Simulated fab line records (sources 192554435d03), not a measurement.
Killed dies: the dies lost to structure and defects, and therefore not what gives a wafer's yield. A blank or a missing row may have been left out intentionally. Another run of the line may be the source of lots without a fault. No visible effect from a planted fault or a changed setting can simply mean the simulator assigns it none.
fab line records	flow n5-finfet
record lots=24	wafers=72	last-day=17
route steps=1938 shown GATE_CUT@475 MOL_CONTACT_COAG@526
lots that met no fault: from a run of the same line without faults
start-h: hours from the record's first day to the start of the lot's first wafer shown	wait-h: time in hours since the lot's previous step	" the same as in the row above	L1.1+2: one row covering several wafers at once	- no value, or no start given	* or withheld: withheld	< > ~ a bound
route shown NAME@n: NAME is a module with steps in the file, n the number in the route of the first one	usual: the fault-free wafers' mean and standard deviation	same: alike in all rows	chamber/n: place in a boat	sites: each site's reading	_std_site: standard deviation of those values	_edge_site: mean of outer sites minus mean of inner sites	radius-mm: for every site, how far away it sits from the centre of the wafer	mask NAME#n: copy n	behind: the tool/chamber that last shaped the wafer	hold: why the lot was held/for how many hours/how that ended	device: transistor that didn't switch, given as n, p or np	end of line: the route-end tests of the same wafers	a step given without rows: its recipe and nothing more	killed: not the wafer's yield, but the dies lost to structure and defects at the first sort	map: the dies of a wafer, with x for killed, . for not killed, _ for no die there
set.NAME: the run value of the setting; set.NAME@STEP: its run value at that earlier step	model.NAME: the simulator's own value behind a step, which no gauge read
route steps across a sampled set of lots; one table per step, one row per wafer
services: from which hour (start-h, from the record's first day; less than 0 if before it) a tool's chamber was out of use, for how many hours, and why
## steps
# step N5_GATE_CUT_CMP_02
# recipe stop-on=SiO2	t-overpolish-s=12.7	post-cmp-clean=alkaline-brush	down-force-psi=2.5	platen-rpm=51.8	pad-velocity-m-s=1.0307	target-thk-nm=0
# usual motor-current-A=9.4/1.2	overpolish-run-s=12.699/0.0085	time-to-endpoint-s=24/3.7
lot.wafer	tool	chamber	start-h	wait-h	motor-current-A	overpolish-run-s	time-to-endpoint-s
L074.2	cmp-01	1	88.88	0.1	9.0	12.692	24
L074.6	"	0	"	"	8.1	12.709	21
L074.5	"	1	"	"	9.4	12.689	21
L075.2	cmp-01	1	91.03	0.1	9.6	12.696	19
L075.6	"	1	"	"	10.3	12.715	19
L075.5	"	2	"	"	10.0	12.698	23
L076.4	cmp-03	3	98.35	0.1	11.7	12.696	21
L076.1	"	1	"	"	7.5	12.701	23
L076.6	"	2	"	"	8.5	12.698	28
L077.1	cmp-02	1	100.97	0.1	9.4	12.706	34
L077.4	"	3	"	"	8.5	12.682	25
L077.5	"	1	"	"	10.2	12.724	33
L078.3	cmp-03	3	108.38	0.1	12.3	12.701	24
L078.1	"	0	"	"	9.4	12.702	25
L078.2	"	1	"	"	7.7	12.688	24
L079.4	cmp-03	2	115.93	0.1	8.4	12.696	25
L079.2	"	3	"	"	11.6	12.699	21
L079.6	"	1	"	"	7.5	12.712	27
L080.2	cmp-02	2	118.34	0.1	10.1	12.690	26
L080.4	"	3	"	"	8.4	12.710	23
L080.5	"	0	"	"	10.7	12.704	29
L081.4	cmp-01	0	125.18	0.0	7.8	12.698	17
L081.1	"	2	"	"	9.8	12.685	24
L081.5	"	0	"	"	7.9	12.681	17
L082.4	cmp-03	0	130.73	0.0	10.1	12.686	21
L082.1	"	2	"	"	8.3	12.685	25
L082.5	"	1	"	"	7.5	12.712	22
L083.1	cmp-03	1	137.98	0.1	7.9	12.697	21
L083.4	"	2	"	"	8.6	12.690	27
L083.5	"	2	"	"	9.0	12.705	24
L084.1	cmp-03	0	141.71	0.1	9.0	12.701	23
L084.2	"	2	"	"	8.2	12.709	27
L084.5	"	0	"	"	9.0	12.701	21
L085.3	cmp-03	3	156.00	0.1	11.4	12.700	20
L085.4	"	1	"	"	7.3	12.704	24
L085.5	"	0	"	"	9.6	12.693	22
L086.3	cmp-03	1	159.88	0.1	7.3	12.693	24
L086.4	"	2	"	"	8.6	12.700	27
L086.6	"	0	"	"	9.2	12.703	26
L087.1	cmp-01	2	161.55	0.1	9.7	12.695	25
L087.4	"	3	"	"	9.6	12.702	27
L087.6	"	0	"	"	8.0	12.701	18
L088.4	cmp-01	3	168.01	0.0	9.7	12.704	28
L088.1	"	0	"	"	7.8	12.702	17
L088.5	"	3	"	"	9.9	12.690	27
L089.4	cmp-02	1	174.92	0.0	9.6	12.700	32
L089.2	"	3	"	"	9.1	12.694	20
L089.6	"	2	"	"	9.9	12.708	24
L090.3	cmp-01	0	177.43	0.1	8.2	12.686	21
L090.2	"	2	"	"	9.6	12.686	28
L090.6	"	3	"	"	9.4	12.697	31
L091.1	cmp-02	2	185.89	0.1	11.0	12.683	24
L091.3	"	3	"	"	8.3	12.712	22
L091.6	"	2	"	"	10.0	12.693	23
L092.2	cmp-01	0	189.14	0.1	7.8	12.697	22
L092.4	"	2	"	"	10.2	12.710	27
L092.5	"	1	"	"	9.4	12.695	25
L093.2	cmp-01	2	198.43	0.1	9.8	12.691	26
L093.3	"	0	"	"	8.2	12.705	20
L093.5	"	3	"	"	9.3	12.702	29
L094.4	cmp-03	2	205.16	0.1	8.3	12.693	29
L094.1	"	0	"	"	9.6	12.706	26
L094.5	"	1	"	"	7.5	12.701	27
L095.1	cmp-01	2	209.99	0.1	10.4	12.686	24
L095.3	"	3	"	"	9.6	12.704	27
L095.6	"	0	"	"	8.0	12.707	17
L096.3	cmp-02	2	215.77	0.1	10.5	12.701	24
L096.2	"	0	"	"	10.7	12.702	24
L096.5	"	3	"	"	8.8	12.709	22
L097.3	cmp-02	3	219.87	0.1	8.5	12.701	25
L097.1	"	1	"	"	10.1	12.715	31
L097.2	"	2	"	"	10.2	12.700	27
# step N5_GATE_CUT_ETCH_36
# recipe chemistry=CF4	target=SiARC	target-depth-a=130	mask-material=CAR-EUV	time-s=21.7	ion-energy-ev=80	pressure-mtorr=40	source-w=545	bias-w=36	Ar_flow_sccm=100	cf4-flow-sccm=100	ends=cleared
# usual bias-w=36.02/0.1	drypump-motor-current-A=5.8/0.33	etch-rf-on-time-s=21.3/0.88	oes-product-au=0.68/0.062	rf-fwd-power-W=531.8/1.7	rf-vpp-V=183.9/1.5	showerhead-plenum-p-Torr=2.12/0.093	throttle-valve-pct=15.58/0.27
lot.wafer	tool	chamber	start-h	wait-h	bias-w	drypump-motor-current-A	etch-rf-on-time-s	oes-product-au	rf-fwd-power-W	rf-hours-counter-h	rf-vpp-V	showerhead-plenum-p-Torr	throttle-valve-pct
L074.2	rie-diel-06	0	89.68	0.0	36.17	6.3	22.4	0.78	529.5	17	184.4	2.17	15.41
L074.5	"	3	"	"	35.99	6.4	20.7	0.61	533.6	-	183.6	2.10	15.41
L074.6	"	2	"	"	36.01	5.6	22.1	0.66	531.1	-	187.0	2.25	15.44
L075.2	rie-diel-05	2	92.17	0.0	36.03	6.0	21.4	0.68	532.9	109	183.4	1.98	15.23
L075.5	"	2	"	"	35.95	6.0	21.4	0.68	530.0	-	181.8	1.98	15.23
L075.6	"	1	"	"	36.04	5.5	20.5	0.63	531.7	-	182.5	2.05	16.01
L076.1	rie-diel-02	3	99.28	0.0	35.85	6.2	20.8	0.76	533.7	51	183.1	2.10	15.38
L076.4	"	0	"	"	35.80	5.2	21.1	0.67	535.3	128	184.9	2.15	15.60
L076.6	"	0	"	"	35.89	5.3	21.0	0.67	532.8	-	182.8	2.15	15.59
L077.1	rie-diel-06	2	102.42	0.0	36.12	5.6	22.0	0.65	533.1	127	185.6	2.25	15.44
L077.4	"	3	"	"	35.74	6.5	20.7	0.60	530.3	250	183.5	2.10	15.42
L077.5	"	0	"	"	36.08	6.3	22.4	0.78	530.0	-	185.3	2.16	15.43
L078.1	rie-diel-06	0	109.35	0.0	36.08	6.3	22.4	0.78	529.0	25	184.3	2.16	15.44
L078.2	"	1	"	"	36.05	5.7	21.5	0.63	533.4	194	181.9	2.05	15.89
L078.3	"	3	"	"	35.99	6.5	20.8	0.59	535.0	253	185.6	2.10	15.44
L079.2	rie-diel-06	1	116.74	0.0	36.09	5.7	21.3	0.62	532.9	196	184.2	2.05	15.90
L079.4	"	0	"	"	36.04	6.3	22.3	0.77	530.8	-	182.8	2.16	15.43
L079.6	"	1	"	"	36.16	5.8	21.4	0.63	534.2	-	182.9	2.05	15.89
L080.2	rie-diel-05	3	119.11	0.0	36.00	5.9	22.8	0.66	532.7	133	187.0	2.25	15.96
L080.4	"	0	"	"	36.00	5.5	20.0	0.80	532.0	40	183.7	2.10	15.21
L080.5	"	3	"	"	36.09	5.9	22.8	0.65	532.5	-	185.8	2.25	15.96
L081.1	rie-diel-02	0	126.46	0.0	36.00	5.2	21.2	0.65	533.0	137	183.4	2.14	15.63
L081.4	"	2	"	"	35.97	5.7	21.5	0.75	531.3	48	185.6	2.26	15.58
L081.5	"	0	"	"	35.90	5.2	21.1	0.66	534.4	-	183.2	2.15	15.60
L082.1	rie-diel-05	3	131.71	0.0	35.88	6.0	22.9	0.66	531.6	136	185.8	2.25	15.96
L082.4	"	0	"	"	36.01	5.5	20.0	0.80	533.9	-	185.2	2.10	15.21
L082.5	"	3	"	"	35.94	5.9	22.7	0.66	529.9	-	185.8	2.25	15.98
L083.1	rie-diel-02	0	138.83	0.0	36.00	5.3	21.5	0.66	532.8	140	185.8	2.14	15.62
L083.4	"	3	"	"	36.02	6.2	20.9	0.73	534.6	63	181.8	2.10	15.40
L083.5	"	1	"	"	36.11	6.0	20.3	0.63	531.1	-	182.4	2.04	15.60
L084.1	rie-diel-05	3	143.26	0.0	36.07	5.9	23.1	0.64	532.3	140	184.5	2.25	15.97
L084.2	"	2	"	"	35.99	6.0	21.7	0.66	530.6	125	181.6	1.98	15.25
L084.5	"	3	"	"	36.04	5.9	22.8	0.65	530.0	-	185.9	2.25	15.99
L085.3	rie-diel-05	0	156.87	0.0	36.11	5.5	20.4	0.78	531.4	51	185.1	2.10	15.24
L085.4	"	1	"	"	35.96	5.5	20.4	0.63	530.1	198	183.3	2.04	16.03
L085.5	"	1	"	"	35.93	5.5	20.6	0.62	529.4	-	183.9	2.04	16.02
L086.3	rie-diel-05	3	160.73	0.0	36.03	5.9	23.5	0.64	530.4	145	185.6	2.25	15.98
L086.4	"	1	"	"	36.01	5.5	20.3	0.63	532.3	199	181.2	2.04	16.04
L086.6	"	2	"	"	36.08	6.0	21.6	0.66	531.4	-	182.1	1.97	15.28
L087.1	rie-diel-06	1	162.32	0.0	35.97	5.8	21.9	0.61	535.8	211	183.7	2.04	15.91
L087.4	"	3	"	"	35.85	6.4	21.1	0.84	531.9	6	184.2	2.10	14.96
L087.6	"	2	"	"	36.13	5.6	21.9	0.64	532.7	-	185.7	2.25	15.49
L088.1	rie-diel-02	0	169.47	0.0	35.85	5.3	21.2	0.65	533.8	150	185.1	2.14	15.63
L088.4	"	1	"	"	36.05	6.0	20.6	0.61	533.0	194	181.1	2.04	15.62
L088.5	"	2	"	"	35.97	5.7	22.0	0.71	532.7	-	186.1	2.26	15.61
L089.2	rie-diel-02	0	175.77	0.0	36.00	5.3	21.1	0.65	532.2	152	184.4	2.14	15.65
L089.4	"	2	"	"	36.09	5.7	21.8	0.72	527.8	62	186.2	2.26	15.62
L089.6	"	1	"	"	35.95	6.0	20.3	0.62	531.0	-	182.1	2.04	15.63
L090.2	rie-diel-02	1	178.24	0.0	36.01	6.0	20.4	0.62	532.8	197	183.5	2.04	15.62
L090.3	"	0	"	"	35.87	5.3	21.2	0.65	533.9	153	185.1	2.14	15.65
L090.6	"	2	"	"	35.94	5.6	21.9	0.72	531.9	-	186.0	2.26	15.60
L091.1	rie-diel-05	0	186.86	0.0	36.08	5.5	20.4	0.77	531.0	60	183.9	2.10	15.24
L091.3	"	2	"	"	36.07	6.0	21.9	0.64	532.2	137	181.4	1.97	15.30
L091.6	"	3	"	"	36.05	6.0	23.2	0.64	531.7	-	183.8	2.24	16.00
L092.2	rie-diel-02	3	190.11	0.0	36.09	6.2	21.0	0.72	532.2	78	182.6	2.09	15.42
L092.4	"	0	"	"	36.14	5.3	21.4	0.64	532.5	157	184.2	2.14	15.64
L092.5	"	1	"	"	36.09	6.0	20.4	0.61	532.7	-	181.2	2.03	15.65
L093.2	rie-diel-06	0	199.57	0.0	36.03	6.3	22.4	0.74	533.4	52	183.3	2.15	15.50
L093.3	"	1	"	"	36.17	5.8	21.9	0.60	536.3	221	183.0	2.04	15.94
L093.5	"	2	"	"	36.08	5.6	22.0	0.63	531.6	-	184.5	2.24	15.51
L094.1	rie-diel-05	3	205.97	0.0	35.98	5.9	23.3	0.63	531.5	158	186.3	2.24	16.02
L094.4	"	0	"	"	36.07	5.5	20.3	0.77	530.5	66	183.7	2.10	15.27
L094.5	"	1	"	"	35.98	5.5	20.4	0.61	530.6	-	183.3	2.04	16.06
L095.1	rie-diel-05	2	210.88	0.0	35.97	6.0	21.4	0.65	528.9	144	182.7	1.97	15.31
L095.3	"	0	"	"	35.90	5.5	20.1	0.76	532.0	67	184.0	2.10	15.24
L095.6	"	0	"	"	35.91	5.5	20.1	0.77	529.8	-	182.3	2.10	15.26
L096.2	rie-diel-02	2	216.74	0.0	36.14	5.7	21.7	0.72	532.3	75	184.2	2.25	15.66
L096.3	"	3	"	"	35.89	6.2	20.9	0.71	530.8	86	183.4	2.09	15.43
L096.5	"	2	"	"	36.19	5.7	21.7	0.70	529.4	-	184.6	2.25	15.64
L097.1	rie-diel-02	2	223.66	0.0	36.02	5.7	22.0	0.70	531.0	76	184.6	2.25	15.65
L097.2	"	3	"	"	35.92	6.2	20.9	0.71	533.1	86	183.1	2.09	15.43
L097.3	"	0	"	"	35.98	5.2	20.9	0.65	533.4	166	184.3	2.13	15.66
# step N5_GATE_CUT_ALD_22
# recipe material=SiNx	target-thk-a=160	temp-c=400	ald-precursor-family=SiH2I2	ald-co-reactant=N2/H2-plasma	pulse-time-s=1	ald-cycles=320	purge-time-s=2	co-reactant-purge-time-s=2	pressure-torr=2
# usual heater-power-outer-w=503/36	heater-power-w=817/52	precursor-pulse-height-rel=0.999/0.021
lot.wafer	tool	chamber	start-h	wait-h	heater-power-outer-w	heater-power-w	precursor-pulse-height-rel
L074.2	ald-sin-02	3	90.48	0.0	498	776	1.016
L074.5	"	3	"	"	486	764	1.015
L074.6	"	2	"	"	527	895	1.032
L075.2	ald-sin-02	0	92.96	0.0	555	821	0.998
L075.5	"	0	"	"	536	847	1.000
L075.6	"	1	"	"	547	909	1.015
L076.1	ald-sin-04	1	101.46	1.4	556	787	1.051
L076.4	"	3	"	"	557	938	1.013
L076.6	"	0	"	"	462	773	0.975
L077.1	ald-sin-03	0	103.73	0.6	459	736	1.007
L077.4	"	3	"	"	517	823	0.991
L077.5	"	2	"	"	511	839	0.993
L078.1	ald-sin-03	2	110.14	0.0	525	825	0.990
L078.2	"	0	"	"	467	764	0.981
L078.3	"	1	"	"	439	807	1.030
L079.2	ald-sin-03	0	117.87	0.4	461	754	0.990
L079.4	"	3	"	"	510	856	1.000
L079.6	"	2	"	"	514	816	1.008
L080.2	ald-sin-02	1	119.89	0.0	543	896	0.999
L080.4	"	2	"	"	529	892	1.012
L080.5	"	0	"	"	554	819	1.014
L081.1	ald-sin-03	3	127.51	0.3	523	830	0.975
L081.4	"	1	"	"	454	810	1.005
L081.5	"	0	"	"	461	752	0.999
L082.1	ald-sin-03	0	132.52	0.0	464	774	1.012
L082.4	"	3	"	"	524	844	1.000
L082.5	"	0	"	"	452	761	1.007
L083.1	ald-sin-03	0	139.99	0.4	478	751	1.028
L083.4	"	1	"	"	442	806	0.987
L083.5	"	0	"	"	462	752	1.035
L084.1	ald-sin-02	0	144.04	0.0	539	835	0.994
L084.2	"	3	"	"	496	770	1.025
L084.5	"	0	"	"	539	834	0.957
L085.3	ald-sin-03	2	157.66	0.0	512	851	1.041
L085.4	"	0	"	"	471	735	1.011
L085.5	"	3	"	"	516	826	1.028
L086.3	ald-sin-02	0	161.88	0.4	548	827	0.978
L086.4	"	1	"	"	558	867	0.942
L086.6	"	3	"	"	481	739	0.984
L087.1	ald-sin-03	1	163.19	0.0	448	801	1.022
L087.4	"	3	"	"	511	839	0.963
L087.6	"	3	"	"	506	828	1.005
L088.1	ald-sin-02	0	170.25	0.0	567	846	1.038
L088.4	"	3	"	"	496	746	1.019
L088.5	"	2	"	"	526	912	0.971
L089.2	ald-sin-02	3	176.55	0.0	504	762	0.999
L089.4	"	2	"	"	518	883	0.978
L089.6	"	3	"	"	490	750	0.999
L090.2	ald-sin-03	2	179.07	0.1	525	860	1.026
L090.3	"	3	"	"	524	832	0.980
L090.6	"	0	"	"	459	754	0.985
L091.1	ald-sin-03	2	187.65	0.0	520	818	0.983
L091.3	"	1	"	"	453	796	1.001
L091.6	"	0	"	"	450	729	0.987
L092.2	ald-sin-03	1	192.52	1.4	457	810	1.015
L092.4	"	0	"	"	452	746	0.987
L092.5	"	0	"	"	475	767	0.982
L093.2	ald-sin-03	2	200.63	0.0	522	849	1.022
L093.3	"	1	"	"	461	805	1.020
L093.5	"	1	"	"	445	800	0.986
L094.1	ald-sin-02	2	206.77	0.1	495	848	0.987
L094.4	"	3	"	"	473	747	1.022
L094.5	"	3	"	"	471	730	0.963
L095.1	ald-sin-02	2	212.04	0.1	493	845	1.008
L095.3	"	1	"	"	530	837	1.036
L095.6	"	1	"	"	526	838	0.972
L096.2	ald-sin-02	1	217.52	0.0	520	847	0.990
L096.3	"	3	"	"	474	717	0.979
L096.5	"	3	"	"	463	714	0.980
L097.1	ald-sin-03	3	224.72	0.0	510	819	0.964
L097.2	"	2	"	"	516	845	1.005
L097.3	"	1	"	"	448	800	1.002
# step N5_MOL_CONTACT_COAG_CD_MEAS_08
# recipe target-cd-nm=28	landing-energy-ev=500	detector=se-inlens	polarity=opening
# usual cd-nm=28.0/0.3
lot.wafer	tool	chamber	start-h	wait-h	cd-nm
L074.2	cd-sem-02	0	93.31	-	27.7
L074.5	"	0	"	"	28.2
L074.6	"	0	"	"	28.1
L075.2	cd-sem-02	0	95.79	-	28.4
L075.5	"	0	"	"	28.5
L075.6	"	0	"	"	27.8
L076.1	cd-sem-01	0	104.42	-	28.2
L076.4	"	0	"	"	28.0
L076.6	"	0	"	"	27.7
L077.1	cd-sem-01	0	106.55	-	27.8
L077.4	"	0	"	"	28.0
L077.5	"	0	"	"	27.8
L078.1	cd-sem-01	0	113.21	-	28.0
L078.2	"	0	"	"	28.5
L078.3	"	0	"	"	28.5
L079.2	cd-sem-01	0	121.34	-	27.9
L079.4	"	0	"	"	27.5
L079.6	"	0	"	"	27.9
L080.2	cd-sem-02	0	122.84	-	27.8
L080.4	"	0	"	"	27.6
L080.5	"	0	"	"	27.8
L081.1	cd-sem-03	0	130.33	-	28.0
L081.4	"	0	"	"	28.1
L081.5	"	0	"	"	28.0
L082.1	cd-sem-01	0	135.44	-	28.2
L082.4	"	0	"	"	28.7
L082.5	"	0	"	"	28.7
L083.1	cd-sem-03	0	143.05	-	27.9
L083.4	"	0	"	"	27.9
L083.5	"	0	"	"	27.7
L084.1	cd-sem-03	0	146.99	-	27.8
L084.2	"	0	"	"	27.5
L084.5	"	0	"	"	28.2
L085.3	cd-sem-01	0	160.48	-	27.8
L085.4	"	0	"	"	27.9
L085.5	"	0	"	"	27.7
L086.3	cd-sem-03	0	164.85	-	28.0
L086.4	"	0	"	"	28.0
L086.6	"	0	"	"	27.6
L087.1	cd-sem-03	0	166.01	-	28.1
L087.4	"	0	"	"	28.0
L087.6	"	0	"	"	28.4
L088.1	cd-sem-03	0	173.07	-	27.8
L088.4	"	0	"	"	28.0
L088.5	"	0	"	"	28.1
L089.2	cd-sem-03	0	179.50	-	28.7
L089.4	"	0	"	"	27.6
L089.6	"	0	"	"	28.4
L090.2	cd-sem-03	0	181.89	-	28.2
L090.3	"	0	"	"	27.7
L090.6	"	0	"	"	27.7
L091.1	cd-sem-03	0	190.47	-	28.1
L091.3	"	0	"	"	28.2
L091.6	"	0	"	"	28.1
L092.2	cd-sem-02	0	195.34	-	27.8
L092.4	"	0	"	"	28.2
L092.5	"	0	"	"	28.1
L093.2	cd-sem-02	0	203.45	-	28.3
L093.3	"	0	"	"	27.9
L093.5	"	0	"	"	28.4
L094.1	cd-sem-02	0	209.60	-	28.0
L094.4	"	0	"	"	28.1
L094.5	"	0	"	"	27.9
L095.1	cd-sem-03	0	214.99	-	28.4
L095.3	"	0	"	"	27.6
L095.6	"	0	"	"	27.6
L096.2	cd-sem-02	0	223.11	-	28.1
L096.3	"	0	"	"	27.8
L096.5	"	0	"	"	28.0
L097.1	cd-sem-02	0	227.66	-	27.2
L097.2	"	0	"	"	27.7
L097.3	"	0	"	"	28.0
# step N5_MOL_CONTACT_COAG_INSPECT_10
# recipe mode=adi	inspect-instrument=brightfield
# usual raw-defect-count=78/27
lot.wafer	tool	chamber	start-h	wait-h	raw-defect-count
L074.2	defect-inspect-01	-	93.40	0.0	72
L074.5	"	-	"	"	146
L074.6	"	-	"	"	83
L075.2	defect-inspect-02	-	95.88	0.0	104
L075.5	"	-	"	"	74
L075.6	"	-	"	"	68
L076.1	defect-inspect-01	-	104.50	0.1	118
L076.4	"	-	"	"	82
L076.6	"	-	"	"	95
L077.1	defect-inspect-02	-	106.68	0.1	93
L077.4	"	-	"	"	75
L077.5	"	-	"	"	63
L078.1	defect-inspect-01	-	113.30	0.1	101
L078.2	"	-	"	"	74
L078.3	"	-	"	"	153
L079.2	defect-inspect-01	-	121.44	0.0	72
L079.4	"	-	"	"	48
L079.6	"	-	"	"	69
L080.2	defect-inspect-02	-	122.93	0.0	101
L080.4	"	-	"	"	59
L080.5	"	-	"	"	85
L081.1	defect-inspect-01	-	130.42	0.1	52
L081.4	"	-	"	"	58
L081.5	"	-	"	"	54
L082.1	defect-inspect-02	-	135.53	0.1	120
L082.4	"	-	"	"	121
L082.5	"	-	"	"	109
L083.1	defect-inspect-01	-	143.14	0.1	99
L083.4	"	-	"	"	87
L083.5	"	-	"	"	89
L084.1	defect-inspect-01	-	147.08	0.1	80
L084.2	"	-	"	"	52
L084.5	"	-	"	"	36
L085.3	defect-inspect-01	-	160.57	0.0	87
L085.4	"	-	"	"	87
L085.5	"	-	"	"	73
L086.3	defect-inspect-02	-	164.94	0.0	107
L086.4	"	-	"	"	49
L086.6	"	-	"	"	110
L087.1	defect-inspect-01	-	166.10	0.1	85
L087.4	"	-	"	"	77
L087.6	"	-	"	"	122
L088.1	defect-inspect-01	-	173.16	0.1	53
L088.4	"	-	"	"	51
L088.5	"	-	"	"	28
L089.2	defect-inspect-01	-	179.61	0.1	65
L089.4	"	-	"	"	21
L089.6	"	-	"	"	45
L090.2	defect-inspect-02	-	181.98	0.0	57
L090.3	"	-	"	"	89
L090.6	"	-	"	"	53
L091.1	defect-inspect-01	-	190.56	0.1	63
L091.3	"	-	"	"	72
L091.6	"	-	"	"	134
L092.2	defect-inspect-02	-	195.43	0.0	75
L092.4	"	-	"	"	111
L092.5	"	-	"	"	68
L093.2	defect-inspect-02	-	203.54	0.0	86
L093.3	"	-	"	"	73
L093.5	"	-	"	"	90
L094.1	defect-inspect-01	-	209.69	0.1	33
L094.4	"	-	"	"	22
L094.5	"	-	"	"	45
L095.1	defect-inspect-02	-	215.08	0.1	134
L095.3	"	-	"	"	67
L095.6	"	-	"	"	95
L096.2	defect-inspect-01	-	223.19	0.0	64
L096.3	"	-	"	"	52
L096.5	"	-	"	"	60
L097.1	defect-inspect-01	-	227.78	0.1	84
L097.2	"	-	"	"	89
L097.3	"	-	"	"	73
# step N5_MOL_CONTACT_COAG_PRE_CLEAN_141
# recipe gas=H2/He	time-s=60	temp-c=300
# usual heater-power-w=460/52
lot.wafer	tool	chamber	start-h	wait-h	heater-power-w
L074.2	pvd-sputter-02	-	95.84	0.2	408
L074.5	"	-	"	"	440
L074.6	"	-	"	"	476
L075.2	pvd-sputter-01	-	99.26	0.5	385
L075.5	"	-	"	"	395
L075.6	"	-	"	"	399
L076.1	pvd-sputter-03	-	106.75	0.5	563
L076.4	"	-	"	"	516
L076.6	"	-	"	"	470
L077.1	pvd-sputter-02	-	109.90	1.7	481
L077.4	"	-	"	"	455
L077.5	"	-	"	"	483
L078.1	pvd-sputter-01	-	116.09	0.4	405
L078.2	"	-	"	"	392
L078.3	"	-	"	"	429
L079.2	pvd-sputter-03	-	123.94	0.3	512
L079.4	"	-	"	"	467
L079.6	"	-	"	"	461
L080.2	pvd-sputter-03	-	125.10	0.5	474
L080.4	"	-	"	"	528
L080.5	"	-	"	"	526
L081.1	pvd-sputter-02	-	133.45	1.6	448
L081.4	"	-	"	"	461
L081.5	"	-	"	"	406
L082.1	pvd-sputter-01	-	137.92	0.5	515
L082.4	"	-	"	"	417
L082.5	"	-	"	"	413
L083.1	pvd-sputter-02	-	145.11	0.4	469
L083.4	"	-	"	"	400
L083.5	"	-	"	"	396
L084.1	pvd-sputter-03	-	155.75	5.5	460
L084.2	"	-	"	"	467
L084.5	"	-	"	"	477
L085.3	pvd-sputter-02	-	165.26	1.3	435
L085.4	"	-	"	"	469
L085.5	"	-	"	"	477
L086.3	pvd-sputter-02	-	168.30	1.4	451
L086.4	"	-	"	"	494
L086.6	"	-	"	"	446
L087.1	pvd-sputter-03	-	169.64	0.8	559
L087.4	"	-	"	"	560
L087.6	"	-	"	"	470
L088.1	pvd-sputter-03	-	176.72	2.1	522
L088.4	"	-	"	"	472
L088.5	"	-	"	"	464
L089.2	pvd-sputter-01	-	183.44	2.3	404
L089.4	"	-	"	"	386
L089.6	"	-	"	"	398
L090.2	pvd-sputter-03	-	185.63	2.1	462
L090.3	"	-	"	"	458
L090.6	"	-	"	"	471
L091.1	pvd-sputter-01	-	193.04	0.6	413
L091.3	"	-	"	"	516
L091.6	"	-	"	"	420
L092.2	pvd-sputter-02	-	198.32	0.7	400
L092.4	"	-	"	"	448
L092.5	"	-	"	"	403
L093.2	pvd-sputter-01	-	205.48	0.4	408
L093.3	"	-	"	"	505
L093.5	"	-	"	"	509
L094.1	pvd-sputter-03	-	212.19	0.2	557
L094.4	"	-	"	"	465
L094.5	"	-	"	"	530
L095.1	pvd-sputter-01	-	220.61	4.0	404
L095.3	"	-	"	"	404
L095.6	"	-	"	"	397
L096.2	pvd-sputter-02	-	225.35	0.2	401
L096.3	"	-	"	"	449
L096.5	"	-	"	"	453
L097.1	pvd-sputter-03	-	231.59	1.0	474
L097.2	"	-	"	"	558
L097.3	"	-	"	"	517
## services
tool	chamber	start-h	hours	kind
pvd-sputter-03	-	67.74	4.0	repair
ald-sin-02	-	68.05	1.0	repair
ald-sin-02	-	69.68	6.1	pm
rie-diel-06	2	78.18	2.0	repair
ald-sin-03	-	86.24	14.0	pm
ald-sin-03	0	86.24	14.0	vent-cycle
ald-sin-03	1	86.24	14.0	vent-cycle
ald-sin-03	2	86.24	14.0	vent-cycle
ald-sin-03	3	86.24	14.0	vent-cycle
rie-diel-02	3	92.77	4.0	repair
cmp-01	-	96.48	1.3	repair
cmp-01	-	108.08	1.0	repair
cmp-01	-	114.21	6.9	pm
rie-diel-06	3	114.49	7.7	repair
rie-diel-05	1	130.42	3.7	repair
cmp-03	-	133.53	0.3	repair
cmp-02	-	159.64	3.0	repair
pvd-sputter-01	-	163.99	2.8	repair
ald-sin-02	-	178.02	14.0	pm
cmp-01	-	181.28	0.8	repair
rie-diel-02	3	192.97	4.2	repair
cmp-01	-	199.65	4.0	pm
ald-sin-04	-	210.14	4.3	pm
rie-diel-02	2	230.43	75.0	repair
## key
fault none
